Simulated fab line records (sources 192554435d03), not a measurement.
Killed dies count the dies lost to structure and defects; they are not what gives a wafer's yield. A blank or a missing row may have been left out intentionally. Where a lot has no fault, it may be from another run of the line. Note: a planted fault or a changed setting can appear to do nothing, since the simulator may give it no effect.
fab line records	flow n5Finfet
record: lots: 10	wafers: 30	lastDay: 18
route steps=1938 shown PMOS_HMC_CHANNEL_EPI@87 FIN_SAQP@98 BEOL_M4@1111 PASSIVATION@1936
lots untouched by any fault: they come from a run of this same line in which no faults occurred
startH: start of the lot's first displayed wafer, in hours after the record's first day	waitH: hours elapsed since this lot's preceding step	" identical to the entry in the row above	L1.1+2: several wafers, shown together as one row	- value missing, or start not given	* or withheld: withheld	< > ~ a bound
route shown NAME@n: NAME is a module with steps in the file, n the number in the route of the first one	usual: mean/standard deviation of fault-free wafers	same: alike in all rows	chamber/n: place in a boat	sites: readings site by site	_std_site: how widely they spread, as a standard deviation	_edge_site: the outer-site mean with the inner-site mean subtracted	radiusMm: how far each site lies from the wafer's centre	mask NAME#n: copy n	behind: tool/chamber where the wafer was last shaped	hold: reason for holding the lot/hours on hold/outcome of the hold	device: whichever transistor did not switch (one of n, p or np)	end of line: tests of these same wafers at the route's end	a step without rows: its recipe alone	killed: the dies lost at the first sort to structure and to defects; this is not the yield of the wafer	map: dies across one wafer; x = killed, . = not, _ = none there
set.NAME: the setting the step ran with; set.NAME@STEP: the setting that earlier step ran with	model.NAME: the simulator's own value behind a step, which no gauge read
the route's steps for a sample of lots (tables are steps, rows are wafers)
services: a tool's chamber out of use, with start hour (startH, from the record's first day; less than 0 if before it), hours out, and reason
== steps ==
step: N5_PMOS_HMC_CHANNEL_EPI_EPI_26
recipe: material: Si	targetThkA: 38	tempC: 650	precursor: SiH4/H2	pressureTorr: 20	timeS: 22.7
usual: throttleValvePct: 11.7/0.69
lot.wafer	tool	chamber	startH	waitH	throttleValvePct
L705.2	epiRpcvd-04	0	21.95	0.1	11.6
L705.3	"	0	"	"	10.9
L705.5	"	0	"	"	11.3
L709.1	epiRpcvd-02	0	44.47	0.0	9.9
L709.2	"	0	"	"	10.4
L709.5	"	0	"	"	10.4
L710.1	epiRpcvd-02	0	50.08	0.0	10.4
L710.3	"	0	"	"	10.6
L710.5	"	0	"	"	10.4
L715.2	epiRpcvd-03	0	80.50	0.1	12.1
L715.3	"	0	"	"	12.1
L715.6	"	0	"	"	12.4
L716.3	epiRpcvd-02	0	86.46	0.1	10.6
L716.5	"	0	"	"	10.5
L716.6	"	0	"	"	10.6
L717.2	epiRpcvd-03	0	92.37	0.1	12.2
L717.3	"	0	"	"	12.3
L717.6	"	0	"	"	12.5
L719.1	epiRpcvd-03	0	106.10	0.0	12.0
L719.5	"	0	"	"	12.3
L719.6	"	0	"	"	12.2
L722.1	epiRpcvd-04	0	122.18	0.0	11.3
L722.4	"	0	"	"	11.5
L722.5	"	0	"	"	11.4
L726.3	epiRpcvd-03	0	146.53	0.2	12.1
L726.5	"	0	"	"	12.3
L726.6	"	0	"	"	12.5
L727.3	epiRpcvd-04	0	152.09	0.1	11.8
L727.4	"	0	"	"	11.4
L727.5	"	0	"	"	11.5
step: N5_FIN_SAQP_PECVD_47
recipe: material: a-Si	targetThkA: 450	tempC: 400	precursor: SiH4/He	pressureTorr: 3	rfW: 100	timeS: 36.3
usual: heaterPowerW: 825/120	showerheadPlenumPTorr: 5.653/0.017	throttleValvePct: 18.0/0.79
lot.wafer	tool	chamber	startH	waitH	heaterPowerW	showerheadPlenumPTorr	throttleValvePct
L705.2	pecvd-02	0	23.40	0.0	828	5.646	17.8
L705.3	"	1	"	"	734	5.662	18.9
L705.5	"	1	"	"	721	5.646	18.8
L709.1	pecvd-04	1	45.51	0.0	644	5.652	17.8
L709.2	"	0	"	"	802	5.640	18.3
L709.5	"	0	"	"	803	5.645	18.1
L710.1	pecvd-02	2	51.23	0.0	753	5.687	16.6
L710.3	"	1	"	"	744	5.653	19.4
L710.5	"	1	"	"	767	5.676	19.0
L715.2	pecvd-04	1	81.93	0.0	703	5.649	18.2
L715.3	"	0	"	"	851	5.657	18.1
L715.6	"	1	"	"	721	5.637	18.1
L716.3	pecvd-03	2	89.61	0.0	974	5.665	16.8
L716.5	"	0	"	"	797	5.625	18.9
L716.6	"	2	"	"	988	5.663	16.6
L717.2	pecvd-03	2	94.06	0.0	853	5.657	16.4
L717.3	"	1	"	"	1036	5.661	17.7
L717.6	"	2	"	"	871	5.655	16.7
L719.1	pecvd-04	1	107.28	0.0	707	5.662	17.9
L719.5	"	2	"	"	900	5.645	18.5
L719.6	"	0	"	"	796	5.641	18.1
L722.1	pecvd-02	1	123.22	0.0	728	5.646	19.0
L722.4	"	0	"	"	695	5.652	17.8
L722.5	"	2	"	"	827	5.679	16.6
L726.3	pecvd-02	2	148.45	0.0	799	5.669	16.4
L726.5	"	2	"	"	829	5.682	16.6
L726.6	"	0	"	"	809	5.649	18.1
L727.3	pecvd-04	1	153.03	0.0	631	5.648	17.8
L727.4	"	0	"	"	846	5.642	18.5
L727.5	"	1	"	"	638	5.642	18.1
step: N5_FIN_SAQP_COAT_49
recipe: resist: SOC	tempC: 250	timeS: 60	spinRpm: 1500	resistThkNm: 100
usual: plateTempC: 250.00/0.18	runLengthS: 66.32/0.18
lot.wafer	tool	chamber	startH	waitH	plateTempC	runLengthS
L705.2	lithoTrack-01	0	23.78	0.1	249.95	66.13
L705.3	"	0	"	"	250.14	66.14
L705.5	"	0	"	"	250.20	66.25
L709.1	lithoTrack-04	0	45.79	0.1	249.74	66.68
L709.2	"	0	"	"	250.20	66.38
L709.5	"	0	"	"	249.91	66.51
L710.1	lithoTrack-02	0	51.52	0.1	250.09	66.27
L710.3	"	0	"	"	250.23	66.23
L710.5	"	0	"	"	250.21	66.18
L715.2	lithoTrack-01	0	82.22	0.1	249.81	66.14
L715.3	"	0	"	"	250.09	66.11
L715.6	"	0	"	"	250.09	66.37
L716.3	lithoTrack-04	0	89.89	0.1	250.03	78.03
L716.5	"	0	"	"	249.84	77.75
L716.6	"	0	"	"	249.81	66.64
L717.2	lithoTrack-01	0	94.36	0.1	250.08	66.42
L717.3	"	0	"	"	250.24	66.10
L717.6	"	0	"	"	250.05	66.32
L719.1	lithoTrack-04	0	107.56	0.1	249.98	66.48
L719.5	"	0	"	"	250.01	78.03
L719.6	"	0	"	"	249.96	66.51
L722.1	lithoTrack-02	0	123.50	0.1	249.92	66.19
L722.4	"	0	"	"	249.96	66.50
L722.5	"	0	"	"	249.74	66.15
L726.3	lithoTrack-01	0	148.75	0.1	249.71	66.16
L726.5	"	0	"	"	249.84	66.28
L726.6	"	0	"	"	249.88	66.16
L727.3	lithoTrack-02	0	153.31	0.1	249.60	66.20
L727.4	"	0	"	"	249.79	66.12
L727.5	"	0	"	"	249.92	66.45
step: N5_FIN_SAQP_DESCUM_21
recipe: chemistry: O2	timeS: 7.9	sourcePowerW: 50	biasPowerW: 20	pressureMtorr: 20	rfFrequencyHz: 2.712e+07	tempC: 40	resist: CAR-ArF	o2FlowSccm: 225
usual: drypumpMotorCurrentA: 5.9/0.36	o2FlowSccm: 224.9/0.61	oesProductAu: 0.79/0.11	rfVppV: 243.7/1.3	showerheadPlenumPTorr: 2.14/0.069	throttleValvePct: 20.58/0.25
lot.wafer	tool	chamber	startH	waitH	drypumpMotorCurrentA	o2FlowSccm	oesProductAu	rfHoursCounterH	rfVppV	showerheadPlenumPTorr	throttleValvePct
L705.2	rieDiel-06	3	24.27	0.0	5.4	224.8	0.73	139	243.7	2.09	20.63
L705.3	"	0	"	"	6.2	225.0	0.66	236	242.3	2.07	20.82
L705.5	"	2	"	"	5.7	225.8	0.67	-	242.5	2.06	20.50
L709.1	rieDiel-02	3	46.26	0.0	5.5	225.6	0.71	231	242.4	2.18	20.40
L709.2	"	0	"	"	6.0	226.0	0.97	4	244.2	2.14	20.11
L709.5	"	0	"	"	6.0	225.6	0.97	-	244.0	2.14	20.13
L710.1	rieDiel-01	2	52.16	0.2	5.9	225.0	0.73	188	244.0	2.18	20.60
L710.3	"	3	"	"	5.3	224.8	0.69	238	241.1	1.99	20.97
L710.5	"	1	"	"	6.1	224.8	0.71	-	243.2	2.09	20.65
L715.2	rieDiel-06	1	82.56	0.0	6.5	224.8	0.69	232	244.3	2.17	21.00
L715.3	"	3	"	"	5.4	224.9	0.71	162	242.6	2.08	20.65
L715.6	"	1	"	"	6.5	224.8	0.69	-	244.7	2.17	21.01
L716.3	rieDiel-02	1	91.31	1.0	5.5	225.9	0.75	171	244.6	2.18	20.75
L716.5	"	0	"	"	6.0	224.0	0.92	-	244.5	2.14	20.17
L716.6	"	1	"	"	5.5	226.2	0.76	-	245.9	2.18	20.73
L717.2	rieDiel-02	1	96.00	1.2	5.5	225.2	0.75	173	244.0	2.18	20.76
L717.3	"	2	"	"	6.2	225.4	0.94	14	243.9	2.14	20.05
L717.6	"	2	"	"	6.2	225.3	0.94	-	242.5	2.14	20.06
L719.1	rieDiel-01	2	107.95	0.1	5.9	225.7	0.72	204	245.1	2.17	20.61
L719.5	"	1	"	"	6.1	224.6	0.71	-	242.2	2.08	20.70
L719.6	"	2	"	"	5.9	224.6	0.72	-	245.3	2.17	20.63
L722.1	rieDiel-06	3	124.05	0.2	5.4	225.3	0.70	183	243.9	2.07	20.70
L722.4	"	0	"	"	6.2	224.4	0.96	-	241.6	2.06	20.58
L722.5	"	2	"	"	5.7	225.6	0.91	-	241.9	2.04	20.23
L726.3	rieDiel-01	1	149.61	0.4	6.1	224.6	0.70	241	243.5	2.07	20.72
L726.5	"	0	"	"	6.0	224.9	0.89	-	243.9	2.23	20.34
L726.6	"	1	"	"	6.0	224.9	0.70	-	241.8	2.07	20.71
L727.3	rieDiel-06	3	154.10	0.4	5.4	223.8	0.70	195	242.2	2.07	20.71
L727.4	"	2	"	"	5.7	224.7	0.89	32	242.9	2.04	20.26
L727.5	"	1	"	"	6.5	225.5	0.96	-	243.3	2.16	20.68
step: N5_BEOL_M4_RC_MEAS_101
usual: DIBL_N: 36.9/1.7	DIBL_P: 37.3/2.3	IOFF_N: 0.16/0.033	IOFF_P: 0.22/0.04	ION_N: 673/12	ION_P: 463/8	SS_N: 71.6/0.58	SS_P: 73.4/0.74	VT_N: 250/3.2	VT_P: -250/3.4
lot.wafer	tool	chamber	startH	waitH	DIBL_N[mV/V]	DIBL_P[mV/V]	IOFF_N[nA/um]	IOFF_P[nA/um]	ION_N[uA/um]	ION_P[uA/um]	SS_N[mV/dec]	SS_P[mV/dec]	VT_N[mV]	VT_P[mV]
L705.2	prober-01	0	165.78	0.2	38.3	40.6	0.22	0.29	691	471	71.8	74.1	247	-247
L705.3	"	0	"	"	39.7	42.2	0.25	0.33	681	473	73.0	74.5	243	-244
L705.5	"	0	"	"	36.7	38.1	0.18	0.24	675	467	72.2	73.4	250	-248
L709.1	prober-01	0	194.08	0.0	38.5	38.0	0.19	0.23	677	456	72.2	73.7	247	-252
L709.2	"	0	"	"	35.9	34.2	0.13	0.18	656	452	71.5	72.1	252	-255
L709.5	"	0	"	"	35.7	33.9	0.14	0.17	658	446	71.7	72.0	253	-257
L710.1	prober-01	0	199.07	0.0	36.9	36.3	0.17	0.20	665	451	71.1	73.1	251	-252
L710.3	"	0	"	"	34.3	33.5	0.14	0.17	684	461	70.8	73.1	250	-257
L710.5	"	0	"	"	35.0	33.1	0.13	0.16	660	446	71.4	72.3	253	-257
L715.2	prober-02	0	225.60	0.2	38.0	39.0	0.20	0.30	690	487	71.6	73.9	245	-242
L715.3	"	0	"	"	37.7	38.5	0.17	0.29	669	474	71.6	74.0	251	-245
L715.6	"	0	"	"	37.2	37.2	0.16	0.25	673	471	71.3	72.9	251	-245
L716.3	prober-01	0	242.60	0.3	38.1	37.6	0.16	0.21	661	458	71.7	73.0	249	-251
L716.5	"	0	"	"	37.3	38.4	0.16	0.24	672	470	71.2	73.5	250	-247
L716.6	"	0	"	"	36.4	37.6	0.15	0.22	681	473	71.1	73.7	250	-247
L719.1	prober-02	0	254.92	0.0	38.1	37.7	0.17	0.26	676	469	71.7	73.6	250	-247
L719.5	"	0	"	"	38.0	36.8	0.17	0.22	674	462	71.7	73.1	248	-252
L719.6	"	0	"	"	36.9	36.9	0.17	0.24	699	477	71.6	73.4	249	-249
L717.2	prober-01	0	256.41	0.2	36.9	36.1	0.15	0.25	664	464	70.8	72.6	251	-243
L717.3	"	0	"	"	37.1	36.9	0.15	0.26	666	464	71.7	73.8	252	-248
L717.6	"	0	"	"	37.4	37.8	0.17	0.28	686	474	71.7	72.7	249	-243
L722.1	prober-01	0	273.88	0.0	37.3	38.6	0.19	0.23	678	463	72.3	73.4	248	-248
L722.4	"	0	"	"	36.8	38.4	0.18	0.25	676	463	71.2	73.5	249	-247
L722.5	"	0	"	"	36.2	38.2	0.16	0.23	669	460	71.0	73.0	252	-247
L727.3	prober-02	0	307.75	0.3	38.6	39.3	0.18	0.24	673	459	71.7	73.9	252	-252
L727.4	"	0	"	"	39.3	39.4	0.18	0.23	669	459	72.6	74.4	251	-253
L727.5	"	0	"	"	37.7	38.0	0.14	0.21	661	453	72.0	73.8	255	-255
L726.3	prober-01	0	308.31	0.3	34.2	36.0	0.12	0.19	669	467	71.6	72.4	256	-254
L726.5	"	0	"	"	39.0	41.1	0.20	0.27	677	465	72.0	73.9	246	-248
L726.6	"	0	"	"	36.4	37.0	0.14	0.21	667	464	71.3	73.9	254	-248
step: N5_PASSIVATION_PROBE_49
usual: defectLimitedYield: 91.2/1.3	killed_at_M0_to_M3: 34/10	killed_at_M4_up: 13/4.6	killedAtContacts: 13/5.5	killedAtFrontEnd: 41/12	killedAtOther: 2.8/2.4	killedDies: 104/16	killedOpen: 67/12	killedShort: 33/7.2	sort_bin_5_function: 5.1/0.86	sort_bin_6_memory: 3.3/0.62	sortNPass: 1076/16	sortYieldPct: 91.2/1.3
same: grossDies: 1180	killedAtBackSide: 0	sort_bin_4_leakage[%]: 0	sort_bin_8_speed[%]: 0
lot.wafer	tool	chamber	startH	waitH	defectLimitedYield[%]	killed_at_M0_to_M3	killed_at_M4_up	killedAtContacts	killedAtFrontEnd	killedAtOther	killedDies	killedOpen	killedShort	sort_bin_5_function[%]	sort_bin_6_memory[%]	sortNPass	sortYieldPct[%]
L715.3	prober-02	-	335.71	0.1	89.9	37	14	19	49	0	119	67	44	5.9	3.4	1061	89.9
L715.6	prober-02	-	335.86	0.3	90.7	33	13	21	41	2	110	69	41	6.4	2.5	1070	90.7
killed by level:class
L715.3 MOL_CONTACT_COAG:geometricParticle:open=14 BEOL_M0_SAQP:geometricParticle:open=10 STI_FIN_REVEAL:geometricParticle:open=9 BEOL_M0_SAQP:geometricParticle:short=9 BEOL_M4:geometricParticle:open=8 HKMG_FIN:areaEtch=7 FIN_SAQP:geometricParticle:short=6 BEOL_M1:geometricParticle:short=6
L715.6 MOL_CONTACT_COAG:geometricParticle:open=15 BEOL_M3:geometricParticle:open=11 STI_FIN_REVEAL:geometricParticle:open=8 BEOL_M4:geometricParticle:open=8 BEOL_M0_SAQP:geometricParticle:short=7 FIN_SAQP:geometricParticle:open=6 GATE_CUT:geometricParticle:short=6 MOL_CONTACT_COAG:geometricParticle:short=6
== services ==
tool	chamber	startH	hours	kind
lithoTrack-01	-	9.08	-	consumableReplace:filter
rieDiel-02	0	12.88	9.9	repair
rieDiel-01	-	18.05	1.2	repair
pecvd-02	2	21.12	-	clean
pecvd-02	2	21.12	-	consumableReplace:showerhead
pecvd-02	2	21.12	29.0	scheduledDown
pecvd-02	2	21.12	29.0	ventCycle
pecvd-04	2	23.23	5.5	scheduledDown
rieDiel-06	0	29.58	8.5	repair
rieDiel-06	-	31.87	2.8	pm
epiRpcvd-02	-	48.07	0.6	repair
pecvd-04	-	54.39	6.0	pm
pecvd-02	-	61.97	5.5	pm
rieDiel-06	2	67.29	-	clean
rieDiel-06	2	67.29	-	consumableReplace:focusRing
rieDiel-06	2	67.29	14.4	scheduledDown
rieDiel-06	2	67.29	14.4	ventCycle
pecvd-02	-	72.77	0.4	repair
rieDiel-01	-	86.10	14.6	pm
rieDiel-06	0	89.21	9.2	repair
pecvd-02	1	92.37	5.5	scheduledDown
pecvd-02	-	102.66	6.0	pm
epiRpcvd-04	-	103.69	6.0	pm
pecvd-04	-	133.78	1.2	repair
== key ==
firstSign: step: N5_FIN_SAQP_COAT_49	reading: runLengthS	direction: up	sigmas: 64	usual: *	struck: *
effect none on later readings
metAt N5_FIN_SAQP_COAT_49
struckLots L716,L719
struckWafers L716.3,L716.5,L719.5
baselineLoss: step: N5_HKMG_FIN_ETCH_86	wafers: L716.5
notActingAt N5_PMOS_HMC_CHANNEL_EPI_EPI_26,N5_FIN_SAQP_PECVD_47,N5_FIN_SAQP_DESCUM_21
onsetBetween 45.79 89.89
fault: kind: processParameterDrift	tool: lithoTrack-04	chamber: -	onsetH: 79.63	steps: N5_FIN_SAQP_COAT_49	channel: timeS	offset: *	shape: step	endH: 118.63	scope: struckWafersOnly	actsIn: *	stated: *
baselineLoss: these wafers lose ten dies or more at that step, a loss of the line's own and not of a fault; the sort's usual values leave them out
